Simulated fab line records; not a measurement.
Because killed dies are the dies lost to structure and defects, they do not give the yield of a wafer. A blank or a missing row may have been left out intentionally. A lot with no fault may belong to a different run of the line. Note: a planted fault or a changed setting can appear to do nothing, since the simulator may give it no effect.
fab line records	flow nand-harc
[record] lots = 24	wafers = 72	last-day = 24
route steps=1159 shown P_M0@272 P_M1@296
lots untouched by any fault: they come from a run of this same line in which no faults occurred
start-h: hours from the record's opening day to when the first of the lot's shown wafers began	wait-h: hours since the lot's step before	" unchanged from the row above	L1.1+2: a row that stands for several wafers	- no value, or no start was given	* or withheld: withheld	< > ~ a bound
route shown NAME@n: a module of which the file shows steps, and the number in the route of the first	usual: mean/standard deviation of fault-free wafers	same: alike in all rows	chamber/n: place in a boat	sites: per-site readings	_std_site: the values' standard deviation	_edge_site: inner sites' mean taken away from outer sites' mean	radius-mm: for every site, how far away it sits from the centre of the wafer	mask NAME#n: copy n	behind: the tool/chamber that last shaped the wafer	hold: cause of the lot's hold/its duration in hours/its outcome	device: the n, p or np transistor that did not switch	end of line: the same wafers' tests at the end of the route	a step without rows: its recipe alone	killed: the dies lost at the first sort to structure and to defects; this is not the yield of the wafer	map: dies across one wafer; x = killed, . = not, _ = none there
set.NAME: the run value of the setting; set.NAME@STEP: its run value at that earlier step	model.NAME: the simulator's own value behind a step, which no gauge read
route steps across a sampled set of lots; one table per step, one row per wafer
services: when a tool's chamber went out of use (start-h, in hours from the record's first day, below 0 if earlier), for how many hours, and the reason
[[steps]]
[step NHARC_P_M0_DEGAS_28]
[recipe] temp-c = 250	time-s = 60
[usual] heater-power-w = 345/33
lot.wafer	tool	chamber	start-h	wait-h	heater-power-w
L075.2	pvd-sputter-02	-	127.58	-	306
L075.6	"	-	"	"	432
L075.5	"	-	"	"	301
L074.2	pvd-sputter-01	-	128.24	-	346
L074.3	"	-	"	"	368
L074.5	"	-	"	"	346
L076.1	pvd-sputter-01	-	129.03	-	381
L076.2	"	-	"	"	362
L076.6	"	-	"	"	394
L077.2	pvd-sputter-03	-	135.48	-	320
L077.4	"	-	"	"	325
L077.3	"	-	"	"	365
L078.1	pvd-sputter-03	-	147.36	-	348
L078.3	"	-	"	"	314
L078.2	"	-	"	"	322
L079.4	pvd-sputter-03	-	152.94	-	310
L079.3	"	-	"	"	328
L079.2	"	-	"	"	352
L080.1	pvd-sputter-03	-	155.67	-	327
L080.2	"	-	"	"	311
L080.6	"	-	"	"	320
L081.2	pvd-sputter-03	-	158.26	-	312
L081.3	"	-	"	"	356
L081.5	"	-	"	"	314
L082.3	pvd-sputter-01	-	164.67	-	386
L082.2	"	-	"	"	351
L082.5	"	-	"	"	347
L083.2	pvd-sputter-03	-	177.32	-	347
L083.3	"	-	"	"	305
L083.4	"	-	"	"	336
L084.1	pvd-sputter-02	-	177.54	-	331
L084.2	"	-	"	"	429
L084.6	"	-	"	"	336
L088.4	pvd-sputter-03	-	195.58	-	362
L088.5	"	-	"	"	323
L088.6	"	-	"	"	360
L087.2	pvd-sputter-02	-	198.89	-	420
L087.3	"	-	"	"	337
L087.5	"	-	"	"	418
L085.2	pvd-sputter-01	-	199.41	-	363
L085.3	"	-	"	"	401
L085.5	"	-	"	"	359
L086.3	pvd-sputter-01	-	213.03	-	361
L086.5	"	-	"	"	365
L086.6	"	-	"	"	396
L090.1	pvd-sputter-02	-	214.21	-	339
L090.6	"	-	"	"	300
L090.5	"	-	"	"	330
L089.3	pvd-sputter-03	-	214.81	-	324
L089.2	"	-	"	"	327
L089.1	"	-	"	"	315
L091.2	pvd-sputter-03	-	222.75	-	317
L091.5	"	-	"	"	324
L091.6	"	-	"	"	311
L094.2	pvd-sputter-01	-	229.45	-	393
L094.3	"	-	"	"	351
L094.6	"	-	"	"	419
L092.2	pvd-sputter-03	-	230.02	-	308
L092.4	"	-	"	"	322
L092.1	"	-	"	"	358
L093.3	pvd-sputter-02	-	231.74	-	422
L093.6	"	-	"	"	427
L093.5	"	-	"	"	307
L095.2	pvd-sputter-01	-	245.24	-	403
L095.1	"	-	"	"	347
L095.5	"	-	"	"	366
L097.1	pvd-sputter-02	-	248.48	-	334
L097.4	"	-	"	"	337
L097.2	"	-	"	"	426
L096.3	pvd-sputter-03	-	253.40	-	319
L096.2	"	-	"	"	318
L096.6	"	-	"	"	327
[step NHARC_P_M0_CMP_23]
[recipe] t-overpolish-s = 20	target-thk-nm = 117.53
[usual] motor-current-A = 12.0/0.65	time-to-endpoint-s = 28.7/1.9
lot.wafer	tool	chamber	start-h	wait-h	motor-current-A	time-to-endpoint-s
L075.2	cmp-03	0	128.94	-	13.6	27.6
L075.5	"	2	"	"	11.2	28.7
L075.6	"	3	"	"	12.2	22.7
L074.3	cmp-01	1	129.30	-	12.1	27.1
L074.2	"	2	"	"	12.3	27.6
L074.5	"	1	"	"	12.0	24.1
L076.2	cmp-04	0	130.21	-	12.9	28.0
L076.1	"	1	"	"	12.8	30.1
L076.6	"	3	"	"	12.6	28.8
L077.4	cmp-01	0	136.57	-	11.7	29.4
L077.2	"	1	"	"	12.0	25.7
L077.3	"	3	"	"	12.3	25.0
L078.3	cmp-04	3	148.50	-	11.6	27.6
L078.1	"	0	"	"	12.4	27.2
L078.2	"	1	"	"	13.0	31.0
L079.3	cmp-03	0	154.08	-	13.4	29.6
L079.2	"	1	"	"	11.3	27.9
L079.4	"	3	"	"	12.8	26.0
L080.2	cmp-03	2	156.77	-	11.2	28.5
L080.1	"	3	"	"	12.3	26.9
L080.6	"	3	"	"	12.4	25.7
L081.2	cmp-01	2	159.39	-	12.7	31.2
L081.3	"	3	"	"	11.6	25.1
L081.5	"	2	"	"	12.3	27.9
L082.2	cmp-03	0	165.92	-	13.0	29.9
L082.3	"	2	"	"	11.2	29.8
L082.5	"	1	"	"	11.6	32.0
L083.2	cmp-04	3	178.41	-	12.3	30.8
L083.3	"	0	"	"	12.6	28.9
L083.4	"	2	"	"	11.2	30.6
L084.1	cmp-01	1	178.62	-	12.1	27.6
L084.2	"	3	"	"	12.1	25.3
L084.6	"	2	"	"	12.6	29.4
L088.4	cmp-03	1	196.74	-	11.2	31.3
L088.5	"	2	"	"	11.0	31.0
L088.6	"	3	"	"	12.4	31.1
L087.3	cmp-01	0	200.04	-	12.0	29.3
L087.2	"	1	"	"	11.9	30.9
L087.5	"	2	"	"	12.7	32.5
L085.3	cmp-03	3	200.52	-	12.4	25.8
L085.2	"	0	"	"	12.8	30.3
L085.5	"	3	"	"	12.1	26.7
L086.3	cmp-04	2	214.17	-	11.5	28.3
L086.5	"	0	"	"	12.9	28.4
L086.6	"	1	"	"	13.0	27.4
L090.1	cmp-01	2	215.39	-	12.0	26.7
L090.6	"	1	"	"	11.6	27.4
L090.5	"	2	"	"	12.2	30.3
L089.2	cmp-03	2	215.92	-	11.5	30.8
L089.3	"	3	"	"	11.9	29.6
L089.1	"	0	"	"	12.5	32.1
L091.2	cmp-03	3	224.02	-	12.4	25.6
L091.5	"	2	"	"	11.3	30.6
L091.6	"	3	"	"	12.5	29.0
L094.2	cmp-01	1	230.58	-	12.2	30.0
L094.3	"	2	"	"	12.7	31.1
L094.6	"	0	"	"	11.8	30.9
L092.4	cmp-01	3	231.13	-	12.4	29.9
L092.2	"	0	"	"	11.4	31.1
L092.1	"	2	"	"	12.8	30.0
L093.3	cmp-01	2	232.86	-	12.8	29.7
L093.6	"	1	"	"	11.8	28.4
L093.5	"	2	"	"	11.9	28.4
L095.2	cmp-03	1	246.32	-	11.2	29.2
L095.1	"	3	"	"	12.6	26.8
L095.5	"	1	"	"	12.2	27.7
L097.4	cmp-03	0	249.58	-	13.3	28.8
L097.1	"	2	"	"	11.6	28.0
L097.2	"	3	"	"	12.2	27.6
L096.3	cmp-03	3	254.50	-	12.1	28.2
L096.2	"	0	"	"	12.6	26.6
L096.6	"	2	"	"	12.2	29.8
[step NHARC_P_M0_DEP_32]
[recipe] target-thk-a = 300	temp-c = 370	target-thk-nm = 30	pressure-torr = 3	flow-sccm = 200	rf-w = 450	material = SiCN
[usual] heater-power-w = 613/73
lot.wafer	tool	chamber	start-h	wait-h	heater-power-w
L075.2	pecvd-02	1	129.54	0.1	706
L075.5	"	0	"	"	692
L075.6	"	1	"	"	701
L074.2	pecvd-04	0	129.97	0.1	491
L074.3	"	2	"	"	605
L074.5	"	0	"	"	514
L076.2	pecvd-03	2	130.84	0.1	537
L076.1	"	0	"	"	592
L076.6	"	0	"	"	603
L077.2	pecvd-03	2	137.24	0.1	516
L077.3	"	0	"	"	586
L077.4	"	0	"	"	558
L078.2	pecvd-02	2	149.28	0.1	557
L078.1	"	0	"	"	630
L078.3	"	1	"	"	736
L079.3	pecvd-04	0	154.79	0.1	481
L079.2	"	2	"	"	675
L079.4	"	1	"	"	628
L080.1	pecvd-03	0	157.39	0.1	621
L080.2	"	1	"	"	734
L080.6	"	1	"	"	764
L081.3	pecvd-03	0	160.05	0.1	594
L081.2	"	2	"	"	454
L081.5	"	1	"	"	750
L082.2	pecvd-02	2	166.56	0.1	635
L082.3	"	1	"	"	708
L082.5	"	2	"	"	499
L083.3	pecvd-02	1	179.03	0.1	661
L083.2	"	0	"	"	633
L083.4	"	0	"	"	604
L084.1	pecvd-04	1	179.25	0.1	550
L084.2	"	0	"	"	535
L084.6	"	1	"	"	552
L088.6	pecvd-03	0	197.48	0.2	639
L088.5	"	1	"	"	731
L088.4	"	2	"	"	528
L087.2	pecvd-03	2	200.66	0.1	522
L087.3	"	1	"	"	699
L087.5	"	1	"	"	726
L085.2	pecvd-03	2	201.49	0.1	533
L085.3	"	0	"	"	620
L085.5	"	1	"	"	681
L086.3	pecvd-03	0	214.73	0.1	609
L086.5	"	0	"	"	616
L086.6	"	1	"	"	751
L090.1	pecvd-04	0	215.98	0.1	538
L090.6	"	0	"	"	533
L090.5	"	1	"	"	562
L089.2	pecvd-03	2	216.90	0.1	545
L089.1	"	0	"	"	647
L089.3	"	1	"	"	710
L091.2	pecvd-04	2	224.70	0.1	642
L091.6	"	0	"	"	500
L091.5	"	2	"	"	644
L094.2	pecvd-02	2	231.15	0.1	589
L094.3	"	0	"	"	645
L094.6	"	2	"	"	606
L092.2	pecvd-02	0	231.75	0.1	672
L092.1	"	2	"	"	611
L092.4	"	2	"	"	629
L093.3	pecvd-02	2	233.49	0.1	537
L093.5	"	1	"	"	693
L093.6	"	0	"	"	644
L095.2	pecvd-02	1	246.94	0.1	696
L095.1	"	0	"	"	641
L095.5	"	1	"	"	671
L097.2	pecvd-04	1	250.19	0.1	659
L097.1	"	0	"	"	480
L097.4	"	1	"	"	658
L096.3	pecvd-04	1	255.09	0.1	648
L096.2	"	0	"	"	533
L096.6	"	0	"	"	524
[step NHARC_P_M1_OVL_MEAS_10]
[recipe] pitch-nm = 260
[usual] overlay-x-nm = 0.0/0.96	overlay-y-nm = 0.1/0.81
lot.wafer	tool	chamber	start-h	wait-h	overlay-x-nm	overlay-y-nm
L075.2	overlay-02	-	130.84	-	1.4	-0.1
L075.5	"	-	"	"	1.9	0.1
L075.6	"	-	"	"	1.8	-0.2
L074.2	overlay-01	-	131.54	-	-0.2	0.1
L074.3	"	-	"	"	0.2	-0.2
L074.5	"	-	"	"	-0.2	-0.4
L076.1	overlay-02	-	132.15	-	-1.6	-0.2
L076.2	"	-	"	"	-1.2	0.3
L076.6	"	-	"	"	-1.6	0.0
L077.2	overlay-01	-	138.38	-	-0.1	1.6
L077.3	"	-	"	"	-0.1	1.4
L077.4	"	-	"	"	0.1	2.0
L078.1	overlay-01	-	150.62	-	0.8	0.0
L078.2	"	-	"	"	0.2	-0.2
L078.3	"	-	"	"	0.9	-0.1
L079.2	overlay-02	-	156.01	-	0.5	-0.4
L079.3	"	-	"	"	0.6	0.1
L079.4	"	-	"	"	0.4	0.2
L080.1	overlay-01	-	158.88	-	-0.3	-0.9
L080.2	"	-	"	"	0.3	-1.0
L080.6	"	-	"	"	0.3	0.0
L081.2	overlay-02	-	161.37	-	-1.7	0.1
L081.3	"	-	"	"	-1.5	0.6
L081.5	"	-	"	"	-2.0	0.2
L082.2	overlay-02	-	167.87	-	-0.1	-0.2
L082.3	"	-	"	"	0.4	0.5
L082.5	"	-	"	"	0.1	-0.1
L083.2	overlay-01	-	180.37	-	-1.8	-0.4
L083.3	"	-	"	"	-1.9	0.0
L083.4	"	-	"	"	-1.9	-0.3
L084.1	overlay-02	-	180.57	-	0.1	-0.4
L084.2	"	-	"	"	0.9	-0.9
L084.6	"	-	"	"	0.1	0.0
L088.4	overlay-01	-	198.73	-	0.3	-1.5
L088.5	"	-	"	"	0.3	-1.4
L088.6	"	-	"	"	-0.4	-2.1
L087.2	overlay-02	-	202.01	-	0.2	-0.4
L087.3	"	-	"	"	0.1	-0.2
L087.5	"	-	"	"	0.0	-0.1
L085.2	overlay-01	-	202.76	-	-0.2	0.8
L085.3	"	-	"	"	0.0	0.4
L085.5	"	-	"	"	0.0	0.4
L086.3	overlay-01	-	216.08	-	0.2	-0.6
L086.5	"	-	"	"	0.1	-0.9
L086.6	"	-	"	"	1.0	-1.0
L090.1	overlay-01	-	217.29	-	-0.7	0.0
L090.5	"	-	"	"	-0.6	0.2
L090.6	"	-	"	"	0.0	0.3
L089.1	overlay-01	-	218.24	-	0.9	-0.6
L089.2	"	-	"	"	1.1	0.4
L089.3	"	-	"	"	1.2	0.3
L091.2	overlay-01	-	225.95	-	-1.0	0.8
L091.5	"	-	"	"	-0.4	1.8
L091.6	"	-	"	"	-0.2	1.5
L094.2	overlay-02	-	232.48	-	0.0	0.0
L094.3	"	-	"	"	-0.1	-0.9
L094.6	"	-	"	"	-0.5	-0.3
L092.1	overlay-01	-	233.06	-	0.2	1.1
L092.2	"	-	"	"	0.3	1.0
L092.4	"	-	"	"	0.0	1.1
L093.3	overlay-02	-	234.80	-	-1.9	-0.8
L093.5	"	-	"	"	-1.4	-1.1
L093.6	"	-	"	"	-2.1	-1.1
L095.1	overlay-02	-	248.28	-	1.4	0.6
L095.2	"	-	"	"	1.5	0.0
L095.5	"	-	"	"	1.5	0.6
L097.1	overlay-01	-	251.40	-	-0.1	0.8
L097.2	"	-	"	"	-0.7	1.8
L097.4	"	-	"	"	-0.2	1.5
L096.2	overlay-02	-	256.30	-	1.4	-0.1
L096.3	"	-	"	"	1.2	0.0
L096.6	"	-	"	"	2.3	-0.3
[step NHARC_P_M1_PRE_CLEAN_30]
[recipe] time-s = 30	temp-c = 280	gas = H2/He
[usual] heater-power-w = 426/40
lot.wafer	tool	chamber	start-h	wait-h	heater-power-w
L075.2	pvd-sputter-03	-	-	-	377
L075.5	"	-	"	"	377
L075.6	"	-	"	"	397
L074.2	pvd-sputter-01	-	-	-	471
L074.3	"	-	"	"	426
L074.5	"	-	"	"	474
L076.1	pvd-sputter-03	-	-	-	384
L076.2	"	-	"	"	414
L076.6	"	-	"	"	421
L077.4	pvd-sputter-02	-	-	-	409
L077.3	"	-	"	"	418
L077.2	"	-	"	"	366
L078.3	pvd-sputter-02	-	-	-	424
L078.2	"	-	"	"	516
L078.1	"	-	"	"	361
L079.2	pvd-sputter-02	-	-	-	417
L079.4	"	-	"	"	528
L079.3	"	-	"	"	369
L080.2	pvd-sputter-02	-	-	-	413
L080.1	"	-	"	"	514
L080.6	"	-	"	"	364
L081.2	pvd-sputter-01	-	-	-	426
L081.3	"	-	"	"	433
L081.5	"	-	"	"	428
L082.2	pvd-sputter-01	-	-	-	427
L082.3	"	-	"	"	430
L082.5	"	-	"	"	436
L083.2	pvd-sputter-01	-	-	-	442
L083.4	"	-	"	"	490
L083.3	"	-	"	"	426
L084.1	pvd-sputter-03	-	-	-	387
L084.2	"	-	"	"	423
L084.6	"	-	"	"	390
L088.4	pvd-sputter-03	-	-	-	397
L088.6	"	-	"	"	430
L088.5	"	-	"	"	396
L087.2	pvd-sputter-01	-	-	-	460
L087.3	"	-	"	"	428
L087.5	"	-	"	"	455
L085.3	pvd-sputter-02	-	-	-	364
L085.2	"	-	"	"	417
L085.5	"	-	"	"	361
L086.3	pvd-sputter-01	-	-	-	425
L086.6	"	-	"	"	424
L086.5	"	-	"	"	448
L090.1	pvd-sputter-03	-	-	-	436
L090.5	"	-	"	"	384
L090.6	"	-	"	"	372
L089.1	pvd-sputter-01	-	-	-	435
L089.3	"	-	"	"	455
L089.2	"	-	"	"	493
L091.2	pvd-sputter-03	-	-	-	380
L091.6	"	-	"	"	418
L091.5	"	-	"	"	384
L094.2	pvd-sputter-02	-	-	-	408
L094.3	"	-	"	"	503
L094.6	"	-	"	"	403
L092.2	pvd-sputter-01	-	-	-	426
L092.1	"	-	"	"	447
L092.4	"	-	"	"	489
L093.3	pvd-sputter-03	-	-	-	386
L093.6	"	-	"	"	439
L093.5	"	-	"	"	377
L095.1	pvd-sputter-01	-	-	-	436
L095.2	"	-	"	"	450
L095.5	"	-	"	"	498
L097.2	pvd-sputter-02	-	-	-	425
L097.1	"	-	"	"	403
L097.4	"	-	"	"	497
L096.3	pvd-sputter-02	-	-	-	417
L096.2	"	-	"	"	510
L096.6	"	-	"	"	424
[step NHARC_P_M1_INSPECT_27]
[usual] raw-defect-count = 307/120
lot.wafer	tool	chamber	start-h	wait-h	raw-defect-count
L075.2	defect-inspect-01	-	133.53	0.0	153
L075.5	"	-	"	"	348
L075.6	"	-	"	"	140
L074.2	defect-inspect-01	-	134.23	0.0	441
L074.3	"	-	"	"	511
L074.5	"	-	"	"	466
L076.1	defect-inspect-02	-	134.87	0.0	300
L076.2	"	-	"	"	211
L076.6	"	-	"	"	336
L077.2	defect-inspect-01	-	141.08	0.0	293
L077.3	"	-	"	"	404
L077.4	"	-	"	"	255
L078.1	defect-inspect-02	-	153.33	0.0	283
L078.2	"	-	"	"	153
L078.3	"	-	"	"	223
L079.2	defect-inspect-01	-	158.69	0.0	239
L079.3	"	-	"	"	161
L079.4	"	-	"	"	278
L080.1	defect-inspect-01	-	161.56	0.0	178
L080.2	"	-	"	"	179
L080.6	"	-	"	"	215
L081.2	defect-inspect-01	-	164.08	0.0	238
L081.3	"	-	"	"	285
L081.5	"	-	"	"	202
L082.2	defect-inspect-01	-	170.55	0.0	283
L082.3	"	-	"	"	407
L082.5	"	-	"	"	249
L083.2	defect-inspect-01	-	183.03	0.0	728
L083.3	"	-	"	"	383
L083.4	"	-	"	"	352
L084.1	defect-inspect-01	-	183.44	0.1	391
L084.2	"	-	"	"	258
L084.6	"	-	"	"	372
L088.4	defect-inspect-02	-	201.41	0.0	341
L088.5	"	-	"	"	262
L088.6	"	-	"	"	721
L087.2	defect-inspect-02	-	204.69	0.0	670
L087.3	"	-	"	"	434
L087.5	"	-	"	"	386
L085.2	defect-inspect-01	-	205.43	0.0	239
L085.3	"	-	"	"	298
L085.5	"	-	"	"	401
L086.3	defect-inspect-02	-	218.80	0.0	175
L086.5	"	-	"	"	343
L086.6	"	-	"	"	394
L090.1	defect-inspect-02	-	219.98	0.0	424
L090.5	"	-	"	"	262
L090.6	"	-	"	"	396
L089.1	defect-inspect-01	-	220.93	0.0	231
L089.2	"	-	"	"	193
L089.3	"	-	"	"	201
L091.2	defect-inspect-02	-	228.65	0.0	281
L091.5	"	-	"	"	610
L091.6	"	-	"	"	208
L094.2	defect-inspect-02	-	235.31	0.0	171
L094.3	"	-	"	"	217
L094.6	"	-	"	"	266
L092.1	defect-inspect-02	-	235.87	0.0	312
L092.2	"	-	"	"	250
L092.4	"	-	"	"	476
L093.3	defect-inspect-02	-	237.50	0.0	201
L093.5	"	-	"	"	259
L093.6	"	-	"	"	245
L095.1	defect-inspect-01	-	250.98	0.0	369
L095.2	"	-	"	"	420
L095.5	"	-	"	"	287
L097.1	defect-inspect-01	-	254.12	0.0	238
L097.2	"	-	"	"	273
L097.4	"	-	"	"	150
L096.2	defect-inspect-01	-	258.98	0.0	332
L096.3	"	-	"	"	249
L096.6	"	-	"	"	310
[[services]]
tool	chamber	start-h	hours	kind
cmp-04	-	105.81	4.0	pm
pecvd-03	-	111.22	13.0	pm
pecvd-03	0	111.22	13.0	vent-cycle
cmp-04	-	117.43	1.5	repair
pecvd-04	1	128.65	9.8	repair
pvd-sputter-02	-	128.88	6.6	repair
cmp-03	-	139.38	1.8	repair
pecvd-02	-	153.24	13.0	pm
cmp-03	-	157.48	4.0	pm
cmp-03	-	161.48	-	consumable-replace:conditioner
cmp-03	-	161.48	-	consumable-replace:pad
pvd-sputter-01	-	171.17	10.0	pm
pecvd-04	-	172.91	1.1	repair
cmp-01	-	174.42	1.2	repair
cmp-01	-	179.59	4.0	pm
cmp-04	-	184.05	1.0	repair
pvd-sputter-03	-	185.58	1.2	repair
cmp-04	-	191.40	0.4	repair
pecvd-04	-	195.00	13.0	pm
cmp-04	-	203.81	4.0	pm
pvd-sputter-03	-	204.83	6.3	repair
cmp-04	-	222.94	1.9	repair
cmp-04	-	233.71	3.7	repair
cmp-03	-	255.48	4.0	pm
[[key]]
fault none
